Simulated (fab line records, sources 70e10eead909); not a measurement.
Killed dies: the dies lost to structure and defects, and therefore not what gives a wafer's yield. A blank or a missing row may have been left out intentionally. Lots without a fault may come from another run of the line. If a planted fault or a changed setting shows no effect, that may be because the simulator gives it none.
Matching of chambers ; flow nand_harc ; NHARC_A_SGD_CUT_CMP_21 on cmp-01: 4 sister chambers
The step polishes, target thk 148.19 nm. 16 wafers are shown with their chamber, then 8 later ones without.

== WAFERS PAIRED WITH THEIR CHAMBERS ==
wafer;chamber;motor_current_A (A);time_to_endpoint_s (s)
L077.1;1;11.7;57
L077.2;3;11.4;54
L077.3;0;11.7;56
L079.3;3;11.1;51
L079.4;2;14.2;48
L079.6;3;10.8;51
L081.1;2;14.7;46
L081.2;1;11.8;52
L081.4;0;11.9;54
L087.1;0;11.4;54
L087.5;2;14.7;48
L087.6;1;12.2;56
L090.4;1;11.7;52
L090.5;1;11.5;52
L090.6;0;11.3;54
L093.1;2;14.9;45

SIGNATURES (means of the wafers above)
reading;chamber 0;chamber 1;chamber 2;chamber 3;scatter within a chamber
motor_current_A;11.575;11.780;14.625;11.100;0.28
time_to_endpoint_s;54.50;53.80;46.75;52.00;1.84
Rule: a wafer's distance from a chamber is the root of the sum, over the readings, of the square of ((its reading less the chamber's mean) divided by the reading's scatter). The wafer belongs to the nearest chamber; if the next one is less than 2 further off, it can't be placed. The scatter: the root of (the sum of the squares of (reading less its chamber's mean) over the shown wafers, divided by (wafers less chambers)).

== WAFERS WHOSE CHAMBER IS MISSING ==
wafer;motor_current_A (A);time_to_endpoint_s (s)
L093.2;12.3;54
L093.3;11.4;51
L094.1;14.6;47
L094.2;11.7;53
L094.3;11.2;50
L095.3;11.7;51
L095.4;10.7;48
L095.6;11.4;53

== WHICH CHAMBER EACH WENT THROUGH ==
wafer;from the rows above;in truth
L093.2;can't be placed: 1 or 0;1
L093.3;can't be placed: 3 or 0 or 1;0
L094.1;2;2
L094.2;can't be placed: 1 or 0 or 3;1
L094.3;can't be placed: 3 or 0 or 1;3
L095.3;can't be placed: 1 or 0 or 3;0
L095.4;3;3
L095.6;can't be placed: 0 or 3 or 1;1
Correct placement for 2 of the 8. These rows do not allow placing 6 (true chamber among the candidates in 6). 0 placed wrongly.
